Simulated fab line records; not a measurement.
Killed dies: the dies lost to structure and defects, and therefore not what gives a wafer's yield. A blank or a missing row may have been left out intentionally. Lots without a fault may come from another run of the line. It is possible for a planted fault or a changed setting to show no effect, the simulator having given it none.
Split-lot trial	flow n5-finfet	route with 1938 steps; 7 lots, 21 wafers read

THE SPLIT
At N5_BEOL_M2_HM_DEP_02 (deposits TiN, target thk 20 nm), the setting target-thk-a was moved away from the recipe's 200 angstrom on 8 of the 21 wafers read, by -4.0% to +10.5%. This setting was run at the recipe's value on the other wafers.

Reading taken at the split's own step.

THE READING
TiN_of_BEOL_M2_HM_DEP_02.thk-nm (the simulator's own value, which no gauge read), in nm, at N5_BEOL_M2_HM_DEP_02 (deposits TiN, target thk 20 nm). No usual value for it is given in the file. The 13 wafers here that ran the recipe average 19.9 nm, standard deviation 0.24 nm.

wafer	tool, chamber at the split	target-thk-a as run, angstrom	against the recipe	TiN_of_BEOL_M2_HM_DEP_02.thk-nm, nm	against lot-mates on the recipe
L075.4	pvd-sputter-01, -	207.5	+3.8%	21	+0.8
L075.6	pvd-sputter-01, -	207.5	+3.8%	21	+0.8
L075.5	pvd-sputter-01, -	200	recipe	20.2	-
L079.2	pvd-sputter-03, -	218.2	+9.1%	21.6	+1.8
L079.4	pvd-sputter-03, -	218.2	+9.1%	21.6	+1.8
L079.3	pvd-sputter-03, -	200	recipe	19.8	-
L083.3	pvd-sputter-01, -	221	+10.5%	22.2	+2.2
L083.5	pvd-sputter-01, -	200	recipe	20	-
L083.6	pvd-sputter-01, -	200	recipe	20	-
L082.1	pvd-sputter-01, -	200	recipe	20.4	-
L082.3	pvd-sputter-01, -	216.8	+8.4%	21.8	+1.4
L082.4	pvd-sputter-01, -	216.8	+8.4%	22	+1.6
L086.1	pvd-sputter-02, -	200	recipe	19.6	-
L086.3	pvd-sputter-02, -	200	recipe	20	-
L086.5	pvd-sputter-02, -	200	recipe	20	-
L092.1	pvd-sputter-03, -	200	recipe	19.4	-
L092.3	pvd-sputter-03, -	200	recipe	19.8	-
L092.4	pvd-sputter-03, -	200	recipe	19.8	-
L094.1	pvd-sputter-02, -	200	recipe	20	-
L094.6	pvd-sputter-02, -	200	recipe	20	-
L094.4	pvd-sputter-02, -	192	-4.0%	19.2	-0.8

FIT RESULTS
A straight line over all 21 wafers: TiN_of_BEOL_M2_HM_DEP_02.thk-nm changes by +0.21 nm for each +1% of target-thk-a; r = +0.96; the points scatter about the line by 0.25 nm.
The same after taking each lot's own level away (the mean of its wafers on the recipe; 21 wafers): +0.196 nm for each +1%; r = +0.99; scatter 0.13 nm.
Per that fit: largest target-thk-a move, reading shift of 2.1 nm.
The lots' own levels span 19.67 to 20.40 nm, that is 3.0 times the standard deviation above.
Hence the lot-to-lot level has little effect on the slope; both slopes agree.
Check: with one of the wafers moved furthest among these (+10.5%) left out of the fit, the line predicts +2.01 nm for it against its lot-mates. It came out at +2.2 nm against them.

FURTHER SPLITS ON THESE WAFERS
Other splits were also applied to these wafers ahead of the reading. Each is held against what the fit with the lots' levels taken away leaves over:
other split on the same wafers	wafers away from the commonest value	r with TiN_of_BEOL_M2_HM_DEP_02.thk-nm (lot level and that fit taken away)
N5_GATE_CUT_DESCUM_18 time-s	6	-0.26
N5_MOL_CONTACT_COAG_COAT_76 spin-rpm	7	+0.27
N5_MOL_CONTACT_COAG_EXPOSE_81 dose-mj	10	-0.17
N5_BEOL_M0_SAQP_COAT_105 spin-rpm	5	+0.12
N5_BEOL_M0_SAQP_ETCH_107 bias-w	11	-0.31
N5_BEOL_M0_CUTY_EXPOSE_54 dose-mj	10	+0.14
N5_BEOL_M1_PECVD_72 time-s	8	-0.01
N5_BEOL_M1_COAT_62 spin-rpm	6	-0.08

THE FILE'S OWN FIT
TiN_of_BEOL_M2_HM_DEP_02.thk-nm changes by +0.198 nm for each +1% of target-thk-a, r = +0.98.
